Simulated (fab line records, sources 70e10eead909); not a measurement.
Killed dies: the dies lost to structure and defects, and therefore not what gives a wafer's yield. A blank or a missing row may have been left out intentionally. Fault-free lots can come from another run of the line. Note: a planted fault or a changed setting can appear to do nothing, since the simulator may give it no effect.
Which tool did it? || flow nand_harc || 33 wafers from 11 lots sampled at 6 of the route's 1302 steps

## WHAT THE GAUGES READ, wafer by wafer
NHARC_A_BONDPAD_OVL_MEAS_35. Usual: overlay_x_nm 1 nm, standard deviation 7.1; overlay_y_nm 0 nm, standard deviation 4.3.
{"lot": "L739", "measured": "day 22 11:06", "on": "overlay-02", "overlay_x_nm (nm)": "-3 -2 -2", "overlay_y_nm (nm)": "-5 -5 -5", "flag": ""}
{"lot": "L741", "measured": "day 23 22:45", "on": "overlay-01", "overlay_x_nm (nm)": "5 5 5", "overlay_y_nm (nm)": "0 1 1", "flag": ""}
{"lot": "L742", "measured": "day 24 05:53", "on": "overlay-01", "overlay_x_nm (nm)": "0 0 0", "overlay_y_nm (nm)": "0 0 0", "flag": ""}
{"lot": "L743", "measured": "day 24 12:16", "on": "overlay-01", "overlay_x_nm (nm)": "9 10 9", "overlay_y_nm (nm)": "4 4 4", "flag": ""}
{"lot": "L744", "measured": "day 25 04:37", "on": "overlay-01", "overlay_x_nm (nm)": "1 0 1", "overlay_y_nm (nm)": "10 10 10", "flag": ""}
{"lot": "L746", "measured": "day 26 17:37", "on": "overlay-02", "overlay_x_nm (nm)": "5 5 5", "overlay_y_nm (nm)": "-5 -5 -5", "flag": ""}
{"lot": "L754", "measured": "day 29 05:17", "on": "overlay-01", "overlay_x_nm (nm)": "-4 -4 -4", "overlay_y_nm (nm)": "2 1 2", "flag": ""}
{"lot": "L756", "measured": "day 30 06:57", "on": "overlay-02", "overlay_x_nm (nm)": "-13 -13 -13", "overlay_y_nm (nm)": "-1 -1 -2", "flag": ""}
{"lot": "L761", "measured": "day 31 14:49", "on": "overlay-01", "overlay_x_nm (nm)": "16 17 17", "overlay_y_nm (nm)": "4 4 4", "flag": ""}
{"lot": "L760", "measured": "day 31 18:31", "on": "overlay-02", "overlay_x_nm (nm)": "-14 -15 -14", "overlay_y_nm (nm)": "-8 -8 -7", "flag": ""}
{"lot": "L762", "measured": "day 33 11:43", "on": "overlay-01", "overlay_x_nm (nm)": "4 4 4", "overlay_y_nm (nm)": "5 4 5", "flag": ""}

NHARC_A_BONDPAD_CD_MEAS_13. Usual: 499.1 nm for cd_nm, sd 2.3.
{"lot": "L739", "measured": "day 22 11:32", "on": "cd_sem-01", "cd_nm (nm)": "496.6 498.6 499.4", "flag": ""}
{"lot": "L741", "measured": "day 23 23:12", "on": "cd_sem-01", "cd_nm (nm)": "498.0 497.5 498.3", "flag": ""}
{"lot": "L742", "measured": "day 24 06:20", "on": "cd_sem-03", "cd_nm (nm)": "499.2 497.7 502.5", "flag": ""}
{"lot": "L743", "measured": "day 24 12:43", "on": "cd_sem-02", "cd_nm (nm)": "499.4 499.3 501.8", "flag": ""}
{"lot": "L744", "measured": "day 25 05:04", "on": "cd_sem-02", "cd_nm (nm)": "498.8 498.9 494.5", "flag": ""}
{"lot": "L746", "measured": "day 26 18:07", "on": "cd_sem-03", "cd_nm (nm)": "501.4 498.7 500.2", "flag": ""}
{"lot": "L754", "measured": "day 29 05:44", "on": "cd_sem-02", "cd_nm (nm)": "499.0 503.7 501.1", "flag": ""}
{"lot": "L756", "measured": "day 30 07:23", "on": "cd_sem-02", "cd_nm (nm)": "495.5 499.7 497.6", "flag": ""}
{"lot": "L761", "measured": "day 31 15:15", "on": "cd_sem-01", "cd_nm (nm)": "500.5 492.2 496.1", "flag": ""}
{"lot": "L760", "measured": "day 31 18:58", "on": "cd_sem-03", "cd_nm (nm)": "498.6 500.7 501.9", "flag": ""}
{"lot": "L762", "measured": "day 33 12:10", "on": "cd_sem-03", "cd_nm (nm)": "496.8 500.4 500.6", "flag": ""}

NHARC_END_SORT_01. Usual: defect_limited_yield 91 % (standard deviation 3.2); killed_at_array 53 (standard deviation 21); killed_at_other 1.1 (standard deviation 1.5); killed_at_periphery 3.9 (standard deviation 2.7); killed_dies 58 (standard deviation 21); killed_open 3.4 (standard deviation 1.9); killed_short 2.3 (standard deviation 1.5).
{"lot": "L742", "measured": "day 25 13:38", "on": "prober-02", "defect_limited_yield (%)": "95 97 97", "killed_at_array": "30 20 21", "killed_at_other": "0 0 0", "killed_at_periphery": "3 2 1", "killed_dies": "33 22 22", "killed_open": "3 2 0", "killed_short": "3 3 4", "flag": ""}
{"lot": "L743", "measured": "day 26 05:35", "on": "prober-01", "defect_limited_yield (%)": "83 78 76", "killed_at_array": "107 144 156", "killed_at_other": "1 0 1", "killed_at_periphery": "4 2 4", "killed_dies": "112 146 161", "killed_open": "5 5 1", "killed_short": "3 1 1", "flag": "OFF"}
{"lot": "L744", "measured": "day 27 01:50", "on": "prober-01", "defect_limited_yield (%)": "80 77 80", "killed_at_array": "126 146 133", "killed_at_other": "0 0 0", "killed_at_periphery": "7 7 3", "killed_dies": "133 153 136", "killed_open": "3 5 1", "killed_short": "1 1 1", "flag": "OFF"}
{"lot": "L746", "measured": "day 28 00:13", "on": "prober-02", "defect_limited_yield (%)": "84 86 85", "killed_at_array": "99 91 98", "killed_at_other": "0 0 1", "killed_at_periphery": "11 7 4", "killed_dies": "110 98 103", "killed_open": "6 2 2", "killed_short": "2 2 5", "flag": ""}
{"lot": "L756", "measured": "day 31 13:11", "on": "prober-02", "defect_limited_yield (%)": "95 95 95", "killed_at_array": "33 32 31", "killed_at_other": "2 0 1", "killed_at_periphery": "0 0 0", "killed_dies": "35 32 32", "killed_open": "4 3 3", "killed_short": "1 2 4", "flag": ""}

## TOOL THAT RAN EACH LOT (tool first, then ch and the chambers of the sampled wafers, then the start)
{"lot": "L739", "NHARC_A_M1_STRIP_18": "rie_diel-02 ch 0,1,3, day 22 06:47", "NHARC_A_BONDPAD_DEP_00": "pecvd-02 ch 0,2, day 22 09:50", "NHARC_HYBRID_BOND_ACTIVATE_00": "rie_diel-08 ch 0,3, day 22 13:50"}
{"lot": "L741", "NHARC_A_M1_STRIP_18": "rie_diel-04 ch 0,3, day 23 18:32", "NHARC_A_BONDPAD_DEP_00": "pecvd-02 ch 0,1, day 23 22:45 or earlier", "NHARC_HYBRID_BOND_ACTIVATE_00": "rie_diel-05 ch 0,2,3, day 24 01:32"}
{"lot": "L742", "NHARC_A_M1_STRIP_18": "rie_diel-04 ch 0,1,3, day 24 01:49", "NHARC_A_BONDPAD_DEP_00": "pecvd-01 ch 1,2, day 24 04:43", "NHARC_HYBRID_BOND_ACTIVATE_00": "rie_diel-08 ch 0,1,2, day 24 08:39"}
{"lot": "L743", "NHARC_A_M1_STRIP_18": "rie_diel-04 ch 1,2,3, day 24 08:04", "NHARC_A_BONDPAD_DEP_00": "pecvd-02 ch 0,1, day 24 10:57", "NHARC_HYBRID_BOND_ACTIVATE_00": "rie_diel-08 ch 2,3, day 24 18:37"}
{"lot": "L744", "NHARC_A_M1_STRIP_18": "rie_diel-04 ch 2,3, day 25 00:32", "NHARC_A_BONDPAD_DEP_00": "pecvd-01 ch 0,1,2, day 25 03:34", "NHARC_HYBRID_BOND_ACTIVATE_00": "rie_diel-08 ch 0,2,3, day 25 11:40"}
{"lot": "L746", "NHARC_A_M1_STRIP_18": "rie_diel-13 ch 0,1,3, day 26 13:28", "NHARC_A_BONDPAD_DEP_00": "pecvd-01 ch 0,1,2, day 26 16:24", "NHARC_HYBRID_BOND_ACTIVATE_00": "rie_diel-08 ch 0,2, day 26 20:26"}
{"lot": "L754", "NHARC_A_M1_STRIP_18": "rie_diel-02 ch 1,2, day 29 01:13", "NHARC_A_BONDPAD_DEP_00": "pecvd-03 ch 0,1, day 29 04:09", "NHARC_HYBRID_BOND_ACTIVATE_00": "rie_diel-08 ch 0,1,3, day 29 08:02"}
{"lot": "L756", "NHARC_A_M1_STRIP_18": "rie_diel-02 ch 1,3, day 30 02:26", "NHARC_A_BONDPAD_DEP_00": "pecvd-01 ch 1,2, day 30 05:44", "NHARC_HYBRID_BOND_ACTIVATE_00": "rie_diel-08 ch 0,1,3, day 30 09:44"}
{"lot": "L761", "NHARC_A_M1_STRIP_18": "rie_diel-04 ch 0,1,2, day 31 10:32", "NHARC_A_BONDPAD_DEP_00": "pecvd-01 ch 0,2, day 31 13:35", "NHARC_HYBRID_BOND_ACTIVATE_00": "rie_diel-09 ch 1,2,3, day 31 17:36"}
{"lot": "L760", "NHARC_A_M1_STRIP_18": "rie_diel-02 ch 1,2,3, day 31 14:25", "NHARC_A_BONDPAD_DEP_00": "pecvd-01 ch 0,1,2, day 31 17:20", "NHARC_HYBRID_BOND_ACTIVATE_00": "rie_diel-05 ch 1,2,3, day 31 21:17"}
{"lot": "L762", "NHARC_A_M1_STRIP_18": "rie_diel-04 ch 0,1,2, day 33 07:20", "NHARC_A_BONDPAD_DEP_00": "pecvd-03 ch 0,1, day 33 11:43 or earlier", "NHARC_HYBRID_BOND_ACTIVATE_00": "rie_diel-08 ch 0,2,3, day 33 14:27"}
- NHARC_A_M1_STRIP_18: strips in N2/H2.
- NHARC_A_BONDPAD_DEP_00: deposits SiCN, target thk 250 nm.
- NHARC_HYBRID_BOND_ACTIVATE_00: chemistry N2, time 60 s.

## WHAT THE TOOLS THEMSELVES READ (means of the sampled wafers that have a number; where no wafer has one, the mark that the record gives instead)
NHARC_A_M1_STRIP_18. Usual: drypump_motor_current_A 5.7 A, standard deviation 0.39; oes_product_au 0.998 a.u., standard deviation 0.011; rf_fwd_power_W 997 W, standard deviation 3.3; rf_vpp_V 90.9 V, standard deviation 0.89; showerhead_plenum_p_Torr 2.08 Torr, standard deviation 0.066; throttle_valve_pct 14.171 %, standard deviation 0.0089.
{"lot": "L739", "tool": "rie_diel-02", "drypump_motor_current_A (A)": 5.7, "oes_product_au (a.u.)": 0.995, "rf_fwd_power_W (W)": 998, "rf_vpp_V (V)": 90.4, "showerhead_plenum_p_Torr (Torr)": 2.06, "throttle_valve_pct (%)": 14.169, "flag": ""}
{"lot": "L741", "tool": "rie_diel-04", "drypump_motor_current_A (A)": 6.1, "oes_product_au (a.u.)": 1.000, "rf_fwd_power_W (W)": 1000, "rf_vpp_V (V)": 90.6, "showerhead_plenum_p_Torr (Torr)": 2.09, "throttle_valve_pct (%)": 14.171, "flag": ""}
{"lot": "L742", "tool": "rie_diel-04", "drypump_motor_current_A (A)": 6.0, "oes_product_au (a.u.)": 1.008, "rf_fwd_power_W (W)": 996, "rf_vpp_V (V)": 91.7, "showerhead_plenum_p_Torr (Torr)": 2.10, "throttle_valve_pct (%)": 14.170, "flag": ""}
{"lot": "L743", "tool": "rie_diel-04", "drypump_motor_current_A (A)": 5.8, "oes_product_au (a.u.)": 1.004, "rf_fwd_power_W (W)": 996, "rf_vpp_V (V)": 91.3, "showerhead_plenum_p_Torr (Torr)": 2.09, "throttle_valve_pct (%)": 14.170, "flag": ""}
{"lot": "L744", "tool": "rie_diel-04", "drypump_motor_current_A (A)": 5.6, "oes_product_au (a.u.)": 1.001, "rf_fwd_power_W (W)": 996, "rf_vpp_V (V)": 90.1, "showerhead_plenum_p_Torr (Torr)": 2.03, "throttle_valve_pct (%)": 14.170, "flag": ""}
{"lot": "L746", "tool": "rie_diel-13", "drypump_motor_current_A (A)": 5.7, "oes_product_au (a.u.)": 0.998, "rf_fwd_power_W (W)": 996, "rf_vpp_V (V)": 90.6, "showerhead_plenum_p_Torr (Torr)": 2.06, "throttle_valve_pct (%)": 14.171, "flag": ""}
{"lot": "L754", "tool": "rie_diel-02", "drypump_motor_current_A (A)": 5.7, "oes_product_au (a.u.)": 0.999, "rf_fwd_power_W (W)": 996, "rf_vpp_V (V)": 90.0, "showerhead_plenum_p_Torr (Torr)": 2.09, "throttle_valve_pct (%)": 14.171, "flag": ""}
{"lot": "L756", "tool": "rie_diel-02", "drypump_motor_current_A (A)": 5.9, "oes_product_au (a.u.)": 1.000, "rf_fwd_power_W (W)": 999, "rf_vpp_V (V)": 90.6, "showerhead_plenum_p_Torr (Torr)": 2.05, "throttle_valve_pct (%)": 14.171, "flag": ""}
{"lot": "L761", "tool": "rie_diel-04", "drypump_motor_current_A (A)": 5.8, "oes_product_au (a.u.)": 0.995, "rf_fwd_power_W (W)": 996, "rf_vpp_V (V)": 90.8, "showerhead_plenum_p_Torr (Torr)": 2.07, "throttle_valve_pct (%)": 14.172, "flag": ""}
{"lot": "L760", "tool": "rie_diel-02", "drypump_motor_current_A (A)": 5.8, "oes_product_au (a.u.)": 0.997, "rf_fwd_power_W (W)": 995, "rf_vpp_V (V)": 90.7, "showerhead_plenum_p_Torr (Torr)": 2.09, "throttle_valve_pct (%)": 14.185, "flag": ""}
{"lot": "L762", "tool": "rie_diel-04", "drypump_motor_current_A (A)": 5.8, "oes_product_au (a.u.)": 1.001, "rf_fwd_power_W (W)": 996, "rf_vpp_V (V)": 90.9, "showerhead_plenum_p_Torr (Torr)": 2.07, "throttle_valve_pct (%)": 14.165, "flag": ""}

NHARC_A_BONDPAD_DEP_00. Usual: heater_power_w 557 W, standard deviation 53; rf_fwd_power_W 448.8 W, standard deviation 1.5.
{"lot": "L739", "tool": "pecvd-02", "heater_power_w (W)": 612, "rf_fwd_power_W (W)": 448.9, "flag": ""}
{"lot": "L741", "tool": "pecvd-02", "heater_power_w (W)": 571, "rf_fwd_power_W (W)": 450.0, "flag": ""}
{"lot": "L742", "tool": "pecvd-01", "heater_power_w (W)": 601, "rf_fwd_power_W (W)": 451.0, "flag": ""}
{"lot": "L743", "tool": "pecvd-02", "heater_power_w (W)": 557, "rf_fwd_power_W (W)": 447.1, "flag": ""}
{"lot": "L744", "tool": "pecvd-01", "heater_power_w (W)": 512, "rf_fwd_power_W (W)": 448.3, "flag": ""}
{"lot": "L746", "tool": "pecvd-01", "heater_power_w (W)": 585, "rf_fwd_power_W (W)": 449.7, "flag": ""}
{"lot": "L754", "tool": "pecvd-03", "heater_power_w (W)": 515, "rf_fwd_power_W (W)": 448.0, "flag": ""}
{"lot": "L756", "tool": "pecvd-01", "heater_power_w (W)": 612, "rf_fwd_power_W (W)": 449.0, "flag": ""}
{"lot": "L761", "tool": "pecvd-01", "heater_power_w (W)": 534, "rf_fwd_power_W (W)": 448.0, "flag": ""}
{"lot": "L760", "tool": "pecvd-01", "heater_power_w (W)": 586, "rf_fwd_power_W (W)": 448.5, "flag": ""}
{"lot": "L762", "tool": "pecvd-03", "heater_power_w (W)": 468, "rf_fwd_power_W (W)": 448.4, "flag": ""}

NHARC_HYBRID_BOND_ACTIVATE_00. Usual: drypump_motor_current_A 5.5 A, standard deviation 0.4; oes_product_au 1.003 a.u., standard deviation 0.011; rf_vpp_V 64.0 V, standard deviation 1; showerhead_plenum_p_Torr 1.75 Torr, standard deviation 0.089.
{"lot": "L739", "tool": "rie_diel-08", "drypump_motor_current_A (A)": 5.4, "oes_product_au (a.u.)": 1.012, "rf_vpp_V (V)": 64.4, "showerhead_plenum_p_Torr (Torr)": 1.82, "flag": ""}
{"lot": "L741", "tool": "rie_diel-05", "drypump_motor_current_A (A)": 5.9, "oes_product_au (a.u.)": 0.994, "rf_vpp_V (V)": 63.3, "showerhead_plenum_p_Torr (Torr)": 1.74, "flag": ""}
{"lot": "L742", "tool": "rie_diel-08", "drypump_motor_current_A (A)": 5.2, "oes_product_au (a.u.)": 1.013, "rf_vpp_V (V)": 64.7, "showerhead_plenum_p_Torr (Torr)": 1.71, "flag": ""}
{"lot": "L743", "tool": "rie_diel-08", "drypump_motor_current_A (A)": 5.9, "oes_product_au (a.u.)": 1.010, "rf_vpp_V (V)": 63.2, "showerhead_plenum_p_Torr (Torr)": 1.75, "flag": ""}
{"lot": "L744", "tool": "rie_diel-08", "drypump_motor_current_A (A)": 5.5, "oes_product_au (a.u.)": 1.007, "rf_vpp_V (V)": 64.1, "showerhead_plenum_p_Torr (Torr)": 1.76, "flag": ""}
{"lot": "L746", "tool": "rie_diel-08", "drypump_motor_current_A (A)": 5.4, "oes_product_au (a.u.)": 1.011, "rf_vpp_V (V)": 62.8, "showerhead_plenum_p_Torr (Torr)": 1.70, "flag": ""}
{"lot": "L754", "tool": "rie_diel-08", "drypump_motor_current_A (A)": 5.3, "oes_product_au (a.u.)": 1.002, "rf_vpp_V (V)": 63.8, "showerhead_plenum_p_Torr (Torr)": 1.76, "flag": ""}
{"lot": "L756", "tool": "rie_diel-08", "drypump_motor_current_A (A)": 5.4, "oes_product_au (a.u.)": 1.003, "rf_vpp_V (V)": 63.6, "showerhead_plenum_p_Torr (Torr)": 1.76, "flag": ""}
{"lot": "L761", "tool": "rie_diel-09", "drypump_motor_current_A (A)": 5.5, "oes_product_au (a.u.)": 0.990, "rf_vpp_V (V)": 64.4, "showerhead_plenum_p_Torr (Torr)": 1.82, "flag": ""}
{"lot": "L760", "tool": "rie_diel-05", "drypump_motor_current_A (A)": 6.0, "oes_product_au (a.u.)": 0.997, "rf_vpp_V (V)": 64.8, "showerhead_plenum_p_Torr (Torr)": 1.72, "flag": ""}
{"lot": "L762", "tool": "rie_diel-08", "drypump_motor_current_A (A)": 5.6, "oes_product_au (a.u.)": 0.995, "rf_vpp_V (V)": 63.8, "showerhead_plenum_p_Torr (Torr)": 1.75, "flag": ""}

## THE ANSWER, worked out from the rows above alone
Rule: a lot is off if the mean of its wafers that have a number lies more than 3 standard deviations from the usual mean. Also off: a lot with no number at a reading for which 4 or more lots have one. Any other lot the step has rows for is counted as sound. Order of review: gauges by route order, followed by the tools' own readings, for which a lot's mean as printed above is used. At the first step where some lot is off, the reading lying furthest off is the one used; lots without a number count as furthest.
Off at NHARC_END_SORT_01 (killed_at_array): L743, L744. Neither off nor sound, because the step has no rows for them: L739, L741, L754, L761, L760, L762.
If a tool, at a process step before that reading, ran all the lots that are off and no sound lot after the first of them, it fits. Those tools and the gauges at NHARC_END_SORT_01 are tried in the same way. Undecided on this evidence; 2 tools fit (rie_diel-04 at NHARC_A_M1_STRIP_18, prober-01 at NHARC_END_SORT_01).

## WHAT THE SIMULATOR HAD INSERTED
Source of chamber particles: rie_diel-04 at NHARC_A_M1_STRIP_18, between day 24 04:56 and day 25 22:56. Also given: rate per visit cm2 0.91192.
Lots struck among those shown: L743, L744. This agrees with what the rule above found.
